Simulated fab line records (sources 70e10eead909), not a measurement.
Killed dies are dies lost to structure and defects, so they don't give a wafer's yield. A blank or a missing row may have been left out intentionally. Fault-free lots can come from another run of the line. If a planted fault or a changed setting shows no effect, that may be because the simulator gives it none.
Matching of chambers :: flow nand harc :: NHARC_A_CHANNEL_FILL_D1_STRIP_28 on rie diel-10 has 4 sister chambers
The step strips in O2, time 20 s. 4 wafers are shown with their chamber, then 10 later ones without.

== WAFERS, EACH WITH ITS CHAMBER ==
wafer: L081.5
chamber: 0
showerhead plenum p Torr (Torr): 3.45

wafer: L084.6
chamber: 2
showerhead plenum p Torr (Torr): 3.33

wafer: L090.1
chamber: 3
showerhead plenum p Torr (Torr): 3.61

wafer: L090.2
chamber: 1
showerhead plenum p Torr (Torr): 3.44

== WAFERS MISSING THEIR CHAMBER ==
wafer: L090.3
showerhead plenum p Torr (Torr): 3.32

wafer: L092.1
showerhead plenum p Torr (Torr): 3.45

wafer: L092.2
showerhead plenum p Torr (Torr): 3.44

wafer: L092.5
showerhead plenum p Torr (Torr): 3.32

wafer: L093.2
showerhead plenum p Torr (Torr): 3.61

wafer: L093.3
showerhead plenum p Torr (Torr): 3.44

wafer: L093.4
showerhead plenum p Torr (Torr): 3.45

wafer: L096.1
showerhead plenum p Torr (Torr): 3.32

wafer: L096.3
showerhead plenum p Torr (Torr): 3.45

wafer: L096.6
showerhead plenum p Torr (Torr): 3.32

== EACH ONE'S CHAMBER ==
wafer: L090.3
from the rows above: 2
in truth: 2

wafer: L092.1
from the rows above: can't be placed: 0 or 1
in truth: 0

wafer: L092.2
from the rows above: can't be placed: 1 or 0
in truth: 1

wafer: L092.5
from the rows above: 2
in truth: 2

wafer: L093.2
from the rows above: 3
in truth: 3

wafer: L093.3
from the rows above: can't be placed: 1 or 0
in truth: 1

wafer: L093.4
from the rows above: can't be placed: 0 or 1
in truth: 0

wafer: L096.1
from the rows above: 2
in truth: 2

wafer: L096.3
from the rows above: can't be placed: 0 or 1
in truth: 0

wafer: L096.6
from the rows above: 2
in truth: 2
5 of 10 placed correctly. Unplaceable from these rows: 5, with the true chamber sitting among the candidates in 5. Placed wrongly: 0.
How it was worked out, from the rows above alone: a wafer's distance from a chamber is the root of the sum, over the readings, of the square of ((its reading less the chamber's mean) divided by the reading's scatter). If the next closest chamber is less than 2 further off than the closest, the wafer can't be placed; otherwise it belongs to the closest. The mean given for a chamber averages the wafers shown for that chamber. The scatter: root of mean squared gap, hidden wafer to nearest shown wafer, with one shown wafer a chamber.
